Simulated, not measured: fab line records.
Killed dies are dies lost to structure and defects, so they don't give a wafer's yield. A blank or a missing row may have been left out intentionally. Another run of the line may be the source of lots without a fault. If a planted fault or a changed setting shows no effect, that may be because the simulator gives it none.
Chamber matching | flow nand_harc | rie_diel-06 running NHARC_A_STAIRCASE_TRIM_229: 4 sister chambers
The step chemistry O2, time 211.2 s. 22 wafers are shown with their chamber, then 11 later ones without.

## EACH WAFER AND ITS CHAMBER
wafer  | chamber | showerhead_plenum_p_Torr (Torr) | drypump_motor_current_A (A) | oes_product_au (a.u.)
L074.2 | 3       | 3.69                            | 4.8                         | 1.003
L074.4 | 2       | 3.71                            | 5.5                         | 1.005
L074.6 | 2       | 3.71                            | 5.5                         | 0.999
L077.2 | 0       | 3.60                            | 5.6                         | 0.998
L077.4 | 3       | 3.69                            | 4.8                         | 0.980
L077.5 | 3       | 3.69                            | 4.8                         | 0.984
L078.1 | 2       | 3.71                            | 5.5                         | 1.016
L078.5 | 1       | 3.44                            | 5.7                         | 0.995
L078.6 | 0       | 3.60                            | 5.7                         | 1.011
L082.4 | 1       | 3.44                            | 5.7                         | 0.981
L082.5 | 3       | 3.68                            | 4.8                         | 0.979
L082.6 | 2       | 3.70                            | 5.5                         | 1.019
L081.2 | 1       | 3.44                            | 5.7                         | 0.972
L081.4 | 0       | 3.60                            | 5.7                         | 0.994
L081.6 | 1       | 3.44                            | 5.7                         | 0.983
L083.2 | 3       | 3.68                            | 4.8                         | 0.995
L083.5 | 0       | 3.60                            | 5.6                         | 1.013
L083.6 | 3       | 3.68                            | 4.8                         | 0.995
L087.1 | 0       | 3.59                            | 5.6                         | 1.004
L087.5 | 0       | 3.59                            | 5.7                         | 1.011
L087.6 | 1       | 3.44                            | 5.6                         | 0.988
L086.1 | 1       | 3.43                            | 5.7                         | 0.993

SIGNATURES, as means of the wafers listed above
reading                  | chamber 0 | chamber 1 | chamber 2 | chamber 3 | scatter within a chamber
showerhead_plenum_p_Torr | 3.5967    | 3.4383    | 3.7075    | 3.6850    | 0.00495
drypump_motor_current_A  | 5.650     | 5.683     | 5.500     | 4.800     | 0.036
oes_product_au           | 1.00517   | 0.98533   | 1.00975   | 0.98933   | 0.00883
Rule: a wafer lies at a distance from a chamber equal to the root of the sum of squares, over the readings, of (its reading less the chamber's mean, divided by the reading's scatter). If the next closest chamber is less than 2 further off than the closest, the wafer can't be placed; otherwise it belongs to the closest. How the scatter is found: for the shown wafers, subtract from each reading the mean of its chamber, square and add these, divide the total by (wafers less chambers), then take the root.

## WAFERS MISSING THEIR CHAMBER
wafer  | showerhead_plenum_p_Torr (Torr) | drypump_motor_current_A (A) | oes_product_au (a.u.)
L086.2 | 3.59                            | 5.7                         | 1.000
L086.5 | 3.59                            | 5.6                         | 0.991
L088.1 | 3.59                            | 5.7                         | 0.994
L088.3 | 3.69                            | 5.5                         | 1.005
L088.6 | 3.69                            | 5.5                         | 1.001
L096.1 | 3.66                            | 4.9                         | 1.000
L096.4 | 3.68                            | 5.5                         | 1.012
L096.5 | 3.69                            | 5.5                         | 1.005
L097.3 | 3.42                            | 5.7                         | 0.988
L097.4 | 3.66                            | 4.8                         | 0.993
L097.6 | 3.58                            | 5.6                         | 1.000

## WHICH CHAMBER EACH ONE RAN IN
wafer  | from the rows above | in truth
L086.2 | 0                   | 0
L086.5 | 0                   | 0
L088.1 | 0                   | 0
L088.3 | 2                   | 2
L088.6 | 2                   | 2
L096.1 | 3                   | 3
L096.4 | 2                   | 2
L096.5 | 2                   | 2
L097.3 | 1                   | 1
L097.4 | 3                   | 3
L097.6 | 0                   | 0
Correct placement for 11 of the 11. Not placeable from these rows: 0. Placed wrongly: 0.
